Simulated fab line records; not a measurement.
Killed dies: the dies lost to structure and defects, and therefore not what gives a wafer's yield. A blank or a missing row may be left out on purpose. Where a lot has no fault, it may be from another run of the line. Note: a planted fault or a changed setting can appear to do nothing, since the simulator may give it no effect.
Chamber matching ; flow n5-finfet ; N5_BEOL_M4_ETCH_63 on rie-diel-05 has 4 sister chambers
The step etches SiARC in CF4, target depth 15.6 nm, time 26 s. 22 wafers are shown with their chamber, then 11 later ones without.

## WAFERS PAIRED WITH THEIR CHAMBERS
wafer;chamber;showerhead-plenum-p-Torr (Torr);drypump-motor-current-A (A);etch-rf-on-time-s (s)
L076.1;2;2.22;5.6;26.4
L076.2;0;2.20;5.6;26.1
L076.5;0;2.20;5.6;25.8
L077.1;0;2.20;5.6;25.9
L077.2;2;2.22;5.6;26.1
L077.5;3;2.03;6.2;24.5
L078.1;2;2.22;5.6;26.5
L078.4;0;2.20;5.7;25.9
L078.6;2;2.22;5.6;26.9
L083.1;2;2.21;5.6;26.4
L083.3;1;2.11;6.5;26.0
L083.4;1;2.11;6.5;26.2
L084.1;3;2.03;6.2;24.6
L084.3;2;2.21;5.6;27.1
L084.6;3;2.03;6.2;25.0
L085.1;1;2.11;6.5;26.2
L085.3;0;2.20;5.6;25.7
L085.6;0;2.20;5.6;25.5
L086.3;0;2.20;5.6;25.8
L086.4;1;2.11;6.5;26.6
L086.5;2;2.21;5.6;26.8
L090.2;0;2.20;5.6;25.8

SIGNATURES (means of the wafers above)
reading;chamber 0;chamber 1;chamber 2;chamber 3;scatter within a chamber
showerhead-plenum-p-Torr;2.2000;2.1100;2.2157;2.0300;0.00309
drypump-motor-current-A;5.612;6.500;5.600;6.200;0.022
etch-rf-on-time-s;25.812;26.250;26.600;24.700;0.264
Rule: for a wafer and a chamber, the distance is found by dividing, reading by reading, the gap between the wafer's reading and the chamber's mean by the reading's scatter, squaring, summing and taking the root. The wafer belongs to the nearest chamber; if the next one is less than 2 further off, it can't be placed. The scatter is the square root of a quotient: the sum, over the shown wafers, of each reading's squared deviation from its chamber's mean, divided by wafers minus chambers.

## WAFERS MISSING THEIR CHAMBER
wafer;showerhead-plenum-p-Torr (Torr);drypump-motor-current-A (A);etch-rf-on-time-s (s)
L090.4;2.20;5.7;26.1
L090.6;2.10;6.5;26.5
L089.1;2.20;5.6;25.4
L089.3;2.21;5.6;26.4
L089.5;2.20;5.6;25.6
L091.1;2.28;6.3;25.4
L091.5;2.28;6.3;25.4
L091.6;2.21;5.6;26.7
L097.4;2.28;6.2;25.6
L097.5;2.19;5.6;25.9
L097.6;2.20;5.6;26.7

## WHICH CHAMBER EACH ONE RAN IN
wafer;from the rows above;in truth
L090.4;0;0
L090.6;1;1
L089.1;0;0
L089.3;can't be placed: 2 or 0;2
L089.5;0;0
L091.1;2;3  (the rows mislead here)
L091.5;2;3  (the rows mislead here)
L091.6;2;2
L097.4;2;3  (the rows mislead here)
L097.5;0;0
L097.6;can't be placed: 0 or 2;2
6 of 11 placed correctly. These rows do not allow placing 2 (true chamber among the candidates in 2). Wrongly placed: 3.
